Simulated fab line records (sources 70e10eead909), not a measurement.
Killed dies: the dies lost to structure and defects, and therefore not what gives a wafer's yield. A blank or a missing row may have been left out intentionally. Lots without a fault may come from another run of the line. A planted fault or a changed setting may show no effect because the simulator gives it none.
8D (eight disciplines) problem report, filled in by code || flow nand_harc || the parts of the form that need people (team, actions taken, sign-off) are left out

## 1. WHAT IS WRONG
At NHARC_P_CONTACT_CD_MEAS_12, cd_nm averages 93.5 nm over 4 wafers from 2 lots, while fault-free wafers read 89.6 nm, standard deviation 0.51. That is +7.5 standard deviations from the usual mean.
The step: target cd 90 nm.
Earliest sighting: wafer L815.5 on cd_sem-01 at day 8 20:40. The record holds 42 wafers of 14 lots with a number at this step. The rule behind "out" and "out of limits": a value lying over 4 standard deviations away from the usual mean. The other wafers with a number count as sound.

## 2. WHAT THIS IS AND IS NOT
{"question": "which readings at this step", "is": "cd_nm", "is not": "-"}
{"question": "which lots", "is": "L815, L816", "is not": "L809, L810, L812, L823, L824, L825, L826, L827, L828, L829, L830, L831"}
{"question": "which wafers of those lots", "is": "L815.5, L815.6, L816.2, L816.5", "is not": "L815.4, L816.4"}
{"question": "read on which gauges", "is": "cd_sem-01, cd_sem-02", "is not": "cd_sem-03"}
{"question": "when", "is": "from day 8 20:40", "is not": "up to then (10 sound wafers); but 28 sound wafers of L816, L823, L824, L825, L826, L827, L828, L829, L830, L831 came after"}

## 3. WHAT RULES OUT EACH SUSPECT
Counting: a tool at a process step up to the reading stays a suspect if it ran every lot that is out. Sound lots after the first of them don't rule it out here, since some wafers of a struck lot are sound.
- the gauge at NHARC_P_CONTACT_CD_MEAS_12: ruled out. 2 gauges (cd_sem-01, cd_sem-02) read the wafers that are out.
- litho_track-06 at NHARC_P_CONTACT_PEB_10 (peb time 65 s): kept. It processed each lot that is out (first: L815, day 8 20:35); up to then, its last sound lot is L812 (day 7 12:56).
Remaining after the count: litho_track-06 at NHARC_P_CONTACT_PEB_10.

## 4. THE CAUSE (what the simulator had put in)
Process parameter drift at NHARC_P_CONTACT_PEB_10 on litho_track-06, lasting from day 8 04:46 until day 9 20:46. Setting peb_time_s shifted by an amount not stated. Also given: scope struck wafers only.
After counting, this tool was the only one left.

## 5. THE EFFECT CHAIN, in route order
Each row: a reading whose mean over the struck wafers that have a number lies more than 3 standard deviations from the usual. Only readings whose record carries a usual standard deviation are examined. hours: median over the lots of the time between each lot's start at the first step of this table that gives one and its start at this step. sigmas: the change, counted in usual standard deviations.
{"hours": 0, "step": "NHARC_P_CONTACT_CD_MEAS_12", "reading": "cd_nm", "usual": "89.6 nm", "on struck wafers": 93.5, "change": "+3.9", "sigmas": "+7.5"}
At these later measuring or inspecting steps, every struck wafer for which the step has a row has a number for every such reading, and none has moved that far: NHARC_P_CONTACT_OVL_MEAS_13.

## 6. WHAT WOULD HAVE CAUGHT IT SOONER
In this record the first reading out of limits at a measuring or inspecting step was taken at day 8 20:40, 16 hours after the fault began at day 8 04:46.
Lots out: 2; of these, L816 started NHARC_P_CONTACT_PEB_10 on litho_track-06 after day 8 20:40. It would have been spared by a hold on the tool at that moment.
